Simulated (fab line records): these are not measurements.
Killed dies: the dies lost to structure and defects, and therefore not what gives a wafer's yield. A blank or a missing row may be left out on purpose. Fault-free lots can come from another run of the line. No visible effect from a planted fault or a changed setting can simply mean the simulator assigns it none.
A lot that was struck, set against a sound lot / flow nand_harc / 32 out of 1302 route steps
Sound: the wafers L872.1, L872.4, L872.5. Wafers L880.3, L880.4, L880.6 were the ones struck. Last of all comes the cause.
Per side, at each step with rows, come the tool, then ch with its chambers, and then its first start. Under that, the readings that differ: sound wafers / struck wafers / difference of the means / sigmas: that difference in standard deviations of wafers without a fault.
alike: words and numbers the same on both sides, and readings whose means are apart by under 2 such deviations; not compared: readings that were withheld, readings missing a value for some wafer, numbers with overlapping values and no deviation given by the record, and bounds like >300 which may hide the same value.
Wherever a step has rows on one side only, a row that says differs or no value, or a row with sigmas, the two part there. Numbers that don't overlap but have no deviation are shown without sigmas and don't part them. A reading that every wafer of one side lacks parts them only if that side has two wafers or more.

first, 5 steps without rows for these wafers: NHARC_A_ONON_D1_DEP_19 (target thk 1000 nm); NHARC_A_ONON_D1_DEP_22 (target thk 1000 nm); NHARC_A_ONON_D1_DEP_25 (target thk 1000 nm); NHARC_A_ONON_D1_DEP_28 (target thk 1000 nm); NHARC_A_ONON_D1_DEP_33 (deposits SiO2, target thk 200 nm).
NHARC_A_CHANNEL_HOLE_D1_DEP_00: deposits aC, target thk 3100 nm.
  sound on acl_dep-03 ch 0, day 11 17:26; struck on acl_dep-02 ch 0, day 15 03:29
  alike: throttle_valve_pct
then, 25 steps without rows for these wafers: NHARC_A_CHANNEL_HOLE_D1_DEP_01 (deposits SiON, target thk 140 nm); NHARC_A_CHANNEL_HOLE_D1_DEHYDRATE_02 (time 120 s); NHARC_A_CHANNEL_HOLE_D1_HMDS_03 (time 30 s); NHARC_A_CHANNEL_HOLE_D1_COAT_36 (time 75 s); NHARC_A_CHANNEL_HOLE_D1_COAT_37 (time 65 s); NHARC_A_CHANNEL_HOLE_D1_COAT_04 (resist thk 90 nm); NHARC_A_CHANNEL_HOLE_D1_SOFTBAKE_05 (time 55 s); NHARC_A_CHANNEL_HOLE_D1_EBR_06; NHARC_A_CHANNEL_HOLE_D1_EXPOSE_07 (exposes mask HOLE D1, target cd 100 nm); NHARC_A_CHANNEL_HOLE_D1_PEB_08 (peb time 65 s); NHARC_A_CHANNEL_HOLE_D1_DEVELOP_09 (develop time 35 s); NHARC_A_CHANNEL_HOLE_D1_DESCUM_15 (chemistry O2, time 3 s); NHARC_A_CHANNEL_HOLE_D1_ETCH_38 (etches the open film in CF4, target depth 39 nm, time 65 s); NHARC_A_CHANNEL_HOLE_D1_ETCH_39 (etches the open film in N2/H2, target depth 260 nm, time 325 s); NHARC_A_CHANNEL_HOLE_D1_ETCH_34 (etches the open film in CF4/CHF3, target depth 154 nm, time 77 s); NHARC_A_CHANNEL_HOLE_D1_ETCH_16 (etches the open film in O2/COS, target depth 3100 nm, time 806 s); NHARC_A_CHANNEL_HOLE_D1_ETCH_19 (etches the open film in C4F8/O2/Ar, time 34.5 s); NHARC_A_CHANNEL_HOLE_D1_ETCH_20 (etches the open film in C4F8/O2/Ar, time 361.9 s, target depth 1600 nm); NHARC_A_CHANNEL_HOLE_D1_ETCH_21 (etches the open film in C4F8/O2/Ar, time 514.3 s, target depth 1600 nm); NHARC_A_CHANNEL_HOLE_D1_ETCH_22 (etches the open film in C4F8/O2/Ar, time 666.7 s, target depth 1600 nm); NHARC_A_CHANNEL_HOLE_D1_ETCH_23 (etches the open film in C4F8/O2/Ar, time 819 s, target depth 1600 nm); NHARC_A_CHANNEL_HOLE_D1_ETCH_24 (etches the open film in C4F8/O2/Ar, time 906.2 s, target depth 1500 nm); NHARC_A_CHANNEL_HOLE_D1_ETCH_25 (etches the open film in C4F8/O2/Ar, time 1040.2 s, target depth 1500 nm); NHARC_A_CHANNEL_HOLE_D1_ETCH_26 (etches the open film in C4F8/O2/Ar, time 224.1 s, target depth 300 nm); NHARC_A_CHANNEL_HOLE_D1_ETCH_33 (etches the open film in C4F8/O2/Ar, time 90 s, target depth 400 nm).
-- jump in the record: it breaks off in module A_CHANNEL_HOLE_D1 and resumes in module END (first step shown: number 1302 of the route), and 16 days separate the struck wafers' starts before and after --
NHARC_END_SORT_01:
  the record has rows for the struck wafers here (prober-01 ch 0, day 30 23:38) and none for the sound ones

## WHERE THEY PART
At NHARC_END_SORT_01 and nowhere else, as far as this record goes.

WHY: what the simulator had put in
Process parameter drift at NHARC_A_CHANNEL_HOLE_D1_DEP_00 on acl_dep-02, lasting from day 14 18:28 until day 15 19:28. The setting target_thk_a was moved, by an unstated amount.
